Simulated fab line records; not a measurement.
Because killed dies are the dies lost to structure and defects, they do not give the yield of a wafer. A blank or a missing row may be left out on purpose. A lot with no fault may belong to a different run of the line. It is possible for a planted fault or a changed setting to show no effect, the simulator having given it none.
The tool behind it: which one?	flow nand-harc	39 wafers from 13 lots sampled at 4 of the route's 1302 steps

== WHAT THE GAUGES READ, wafer by wafer ==
Not one reading of a measure or inspect step in the record can be checked against a usual standard deviation.

== TOOL THAT RAN EACH LOT (tool first, then ch and the chambers of the sampled wafers, then the start) ==
lot	NHARC_A_CONTACT_ETCH_126	NHARC_A_CONTACT_ETCH_128	NHARC_A_CONTACT_SOFTBAKE_03	NHARC_A_CONTACT_ETCH_89
L916	har-cap-etch-03 ch 0,1, day 22 15:53	har-cap-etch-03 ch 0,1, day 22 16:14	litho-track-06 ch 0, day 22 22:00	rie-diel-05 ch 1,3, no start
L919	har-cap-etch-01 ch 0,1, day 23 09:23	har-cap-etch-01 ch 0,1, day 23 09:44	litho-track-04 ch 0, day 23 14:00	rie-diel-03 ch 0,2,3, no start
L920	har-cap-etch-03 ch 0,1, day 24 19:04	har-cap-etch-03 ch 0,1, day 24 19:32	litho-track-01 ch 0, day 25 00:00	rie-diel-13 ch 0,1,3, no start
L923	har-cap-etch-03 ch 0,1, day 26 00:58	har-cap-etch-03 ch 0,1, day 26 01:26	litho-track-06 ch 0, day 26 06:00	rie-diel-13 ch 0,2,3, no start
L927	har-cap-etch-01 ch 0,1, day 27 02:11	har-cap-etch-01 ch 0,1, day 27 02:32	litho-track-06 ch 0, day 27 07:00	rie-diel-03 ch 0,2,3, no start
L926	har-cap-etch-03 ch 0,1, day 27 10:59	har-cap-etch-03 ch 0,1, day 27 11:21	litho-track-04 ch 0, day 27 17:00	rie-diel-05 ch 1,3, no start
L928	har-cap-etch-02 ch 0,1, day 27 21:40	har-cap-etch-02 ch 0,1, day 27 22:16	litho-track-06 ch 0, day 28 06:00	rie-diel-03 ch 0,3, no start
L932	har-cap-etch-01 ch 0,1, day 29 07:10	har-cap-etch-01 ch 0,1, day 29 07:38	litho-track-06 ch 0, day 29 13:00	rie-diel-03 ch 1,2,3, no start
L933	har-cap-etch-02 ch 0,1, day 29 14:07	har-cap-etch-02 ch 0,1, day 29 14:28	litho-track-06 ch 0, day 29 19:00	rie-diel-03 ch 0,1,3, no start
L935	har-cap-etch-01 ch 0,1, day 30 06:25	har-cap-etch-01 ch 0,1, day 30 06:53	litho-track-06 ch 0, day 30 15:00	rie-diel-13 ch 0,1, no start
L936	har-cap-etch-02 ch 0,1, day 30 22:14	har-cap-etch-02 ch 0,1, day 30 22:36	litho-track-04 ch 0, day 31 05:00	rie-diel-03 ch 0,1,2, no start
L937	har-cap-etch-01 ch 0,1, day 31 03:06	har-cap-etch-01 ch 0,1, day 31 03:28	litho-track-01 ch 0, day 31 08:00	rie-diel-03 ch 0,1,2, no start
L938	har-cap-etch-03 ch 0,1, day 31 06:30	har-cap-etch-03 ch 0,1, day 31 06:51	litho-track-01 ch 0, day 31 13:00	rie-diel-13 ch 2,3, no start
- NHARC_A_CONTACT_ETCH_126: etches the open film in C4F8/O2/Ar, time 197 s, target depth 1918 nm.
- NHARC_A_CONTACT_ETCH_128: etches the open film in C4F8/O2/Ar, time 197 s, target depth 1918 nm.
- NHARC_A_CONTACT_SOFTBAKE_03: time 55 s.
- NHARC_A_CONTACT_ETCH_89: etches the open film in N2/H2, target depth 260 nm, time 475.3 s.

== WHAT THE TOOLS THEMSELVES READ (means of the sampled wafers that have a number; where no wafer has one, the mark that the record gives instead) ==
NHARC_A_CONTACT_SOFTBAKE_03.
lot	tool	heater-power-total-W (W)
L916	litho-track-06	188.34
L919	litho-track-04	188.42
L920	litho-track-01	188.55
L923	litho-track-06	188.53
L927	litho-track-06	188.53
L926	litho-track-04	188.51
L928	litho-track-06	188.39
L932	litho-track-06	194.44
L933	litho-track-06	194.41
L935	litho-track-06	194.47
L936	litho-track-04	188.48
L937	litho-track-01	188.50
L938	litho-track-01	188.39

NHARC_A_CONTACT_ETCH_89.
lot	tool	drypump-motor-current-A (A)	mfc-ar-sccm (sccm)	oes-product-au (a.u.)	rf-vpp-V (V)	showerhead-plenum-p-Torr (Torr)	throttle-valve-pct (%)
L916	rie-diel-05	5.3	0.000	0.999	428.7	1.96	14.171
L919	rie-diel-03	5.8	0.008	1.000	427.5	1.96	14.179
L920	rie-diel-13	5.6	0.030	0.995	430.0	2.01	14.175
L923	rie-diel-13	5.7	0.017	0.990	428.1	1.95	14.169
L927	rie-diel-03	5.8	0.008	1.007	428.5	1.95	14.159
L926	rie-diel-05	5.3	0.000	1.002	428.3	1.95	14.171
L928	rie-diel-03	5.7	0.000	1.002	430.5	2.04	14.170
L932	rie-diel-03	5.8	0.009	1.007	431.2	2.04	14.178
L933	rie-diel-03	5.5	0.001	1.002	432.7	2.09	14.167
L935	rie-diel-13	5.7	0.038	0.999	431.0	2.07	14.180
L936	rie-diel-03	5.7	0.009	1.003	433.0	2.12	14.173
L937	rie-diel-03	5.6	0.009	0.996	433.1	2.12	14.169
L938	rie-diel-13	5.2	0.012	0.993	426.6	1.93	14.176

== THE ANSWER, worked out from the rows above alone ==
Rule: the usual values come from the lots themselves. Put in order of their means at a reading, lots are off if they are a third of the lots or fewer, leave a main group of 4 or more, and stand apart from it by a gap of 3 or more times the standard deviation of the main group's means; of several such gaps the widest counts. A main group whose means are all the same, to the digits that the tables above print for the reading, isn't used. Also off: a lot with no number at a reading for which 4 or more lots have one. All remaining lots with rows at the step are treated as sound. First the gauges in route order, then the tools' own readings, where a lot's mean is used as printed above. The first step at which some lot is off is used, and at that step the reading that is off furthest; a lot without a number counts as furthest.
Off: L932, L933, L935 (NHARC_A_CONTACT_SOFTBAKE_03, heater-power-total-W). Main group: mean 188.46 W, sd 0.069.
A tool fits if, at that step or a process step before it, it ran every lot that is off, and no sound lot after the first of them. One fits: litho-track-06 at NHARC_A_CONTACT_SOFTBAKE_03. A fault onset in the window from L928 (day 28 06:00, its last sound lot) to L932 (day 29 13:00, its first lot off) fits.
The tool's own readings at NHARC_A_CONTACT_SOFTBAKE_03 bear it out: on the lots that are off they differ by more than 5 times the standard deviation of the sound lots' means. heater-power-total-W reads 194.44 W there against 188.46 W on the sound lots.

== WHAT HAD BEEN PUT IN BY THE SIMULATOR ==
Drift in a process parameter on litho-track-06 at NHARC_A_CONTACT_SOFTBAKE_03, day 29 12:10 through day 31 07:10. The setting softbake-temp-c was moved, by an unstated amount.
Struck lots among those shown: L932, L933, L935. The rule above reached the same finding.
